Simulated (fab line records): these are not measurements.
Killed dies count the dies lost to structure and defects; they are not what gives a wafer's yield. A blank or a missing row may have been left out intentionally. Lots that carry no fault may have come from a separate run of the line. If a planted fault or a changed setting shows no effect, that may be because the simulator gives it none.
Comparing a struck lot with a sound one	flow n5-finfet	16 steps out of a route of 1938
Sound: the wafers L846.2, L846.5. Wafers struck: L851.3, L851.4, L851.6. The cause comes at the end.
Order at every step that has rows: each side's tool, ch and its chambers, its first start. Under that, the readings that differ: sound wafers	struck wafers	difference of the means	sigmas: that difference in standard deviations of wafers without a fault.
alike: same words and numbers on both sides, and readings whose means sit less than 2 such deviations apart. not compared: any withheld reading, any reading some wafer has no value for, any bound like >300 that may hide the same value, and any number with overlapping values for which the record gives no deviation.
The two part at a step that has a row with sigmas, a row that says differs or no value, or rows on one side only. Numbers that have no deviation but don't overlap get no sigmas and don't part them. A reading missing from all wafers of one side parts the sides only when that side holds two or more wafers.

first, 6 steps without rows for these wafers: N5_FIN_CUT_COAT_02 (resist thk 30 nm); N5_FIN_CUT_EBR_04; N5_FIN_CUT_SOFTBAKE_03 (time 60 s); N5_FIN_CUT_EXPOSE_05 (exposes mask FIN CUT); N5_FIN_CUT_PEB_06 (peb time 60 s); N5_FIN_CUT_DEVELOP_07 (develop time 30 s).
N5_FIN_CUT_CD_MEAS_08: target cd 29.1 nm.
  sound on cd-sem-02 ch 0, day 4 14:45; struck on cd-sem-01 ch 0, day 5 21:42
  alike: cd-nm
N5_FIN_CUT_OVL_MEAS_09:
  sound on overlay-02 ch 0, day 4 14:47; struck on overlay-01 ch 0, day 5 21:44
  alike: FIN_CUT_OVL
N5_FIN_CUT_INSPECT_10: inspects for defects (brightfield).
  sound on defect-inspect-02 at day 4 14:50; struck on defect-inspect-01 at day 5 21:47
  alike: raw-defect-count
N5_FIN_CUT_DESCUM_13: chemistry O2, time 7 s.
  sound on rie-diel-01 ch 0,1, day 4 15:15; struck on rie-diel-02 ch 0,1,2, day 5 21:49
  alike: drypump-motor-current-A, oes-product-au, rf-vpp-V, showerhead-plenum-p-Torr, throttle-valve-pct
  not compared: rf-hours-counter-h
N5_FIN_CUT_ETCH_30: etches underlayer in N2/H2, target depth 13 nm, time 10.4 s.
  sound on rie-diel-01 ch 0,1, day 4 15:17; struck on rie-diel-02 ch 0,1,2, day 5 21:52
  alike: drypump-motor-current-A, etch-rf-on-time-s, h2-flow-sccm, oes-product-au, rf-vpp-V, showerhead-plenum-p-Torr, throttle-valve-pct
  not compared: rf-hours-counter-h
N5_FIN_CUT_ETCH_20: etches SiARC in CF4, target depth 26 nm, time 43.3 s.
  sound on rie-diel-01 ch 0,1, day 4 15:18; struck on rie-diel-02 ch 0,1,2, day 5 21:53
  alike: drypump-motor-current-A, etch-rf-on-time-s, oes-product-au, rf-vpp-V, showerhead-plenum-p-Torr, throttle-valve-pct
  not compared: rf-hours-counter-h
N5_FIN_CUT_ETCH_21: etches SOC in N2/H2, target depth 219 nm, overetch 43.8 nm, time 523.5 s.
  sound on rie-diel-01 ch 0,1, day 4 15:20; struck on rie-diel-02 ch 0,1,2, day 5 21:55
reading	sound	struck	difference	sigmas
h2-flow-sccm (sccm)	200.5 200.6	219.2 219.4 220.2	+19.0	+33
throttle-valve-pct (%)	17.6 17.9	19.2 18.5 18.1	+0.9	+3
  alike: drypump-motor-current-A, oes-product-au, rf-vpp-V, showerhead-plenum-p-Torr
  not compared: rf-hours-counter-h
then, 1 step without rows for these wafers: N5_FIN_CUT_STRIP_23 (strips in N2/H2).
-- record jumps: 5 days separate the struck wafers' starts on either side; left off in module FIN_CUT, taken up again in module BEOL_M4, whose first shown step is the route's number 1111 --
N5_BEOL_M4_RC_MEAS_101:
  sound on prober-01 ch 0, day 10 09:02; struck on prober-01 ch 0, day 11 08:31
  alike: DIBL_N, DIBL_P, IOFF_N, IOFF_P, ION_N, ION_P, SS_N, SS_P, VT_N, VT_P
-- the record jumps here: 4 days lie between the struck wafers' starts before and after (it left off in module BEOL_M4 and takes up again in module PASSIVATION, whose first step shown is number 1936 of the route) --
N5_PASSIVATION_PROBE_49:
  sound on prober-01 at day 14 13:30; struck on prober-02 at day 15 16:45
reading	sound	struck	difference	sigmas
killed-at-front-end	36 41	53 93 73	+34	+3
killed-open	68 68	82 119 92	+30	+2
sort_bin_6_memory (%)	3.1 3.3	3.6 5.6 5.0	+1.5	+2
  alike: defect-limited-yield, killed_at_M0_to_M3, killed_at_M4_up, killed-at-contacts, killed-at-other, killed-dies, killed-short, sort_bin_5_function, sort-n-pass, sort-yield-pct

## WHERE THEY PART
First at N5_FIN_CUT_ETCH_21; last, within this record, at N5_PASSIVATION_PROBE_49.

WHY: whatever the simulator had introduced
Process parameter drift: rie-diel-02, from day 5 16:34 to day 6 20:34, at N5_FIN_CUT_ETCH_21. From 200, the setting h2-flow-sccm moved by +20. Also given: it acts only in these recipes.
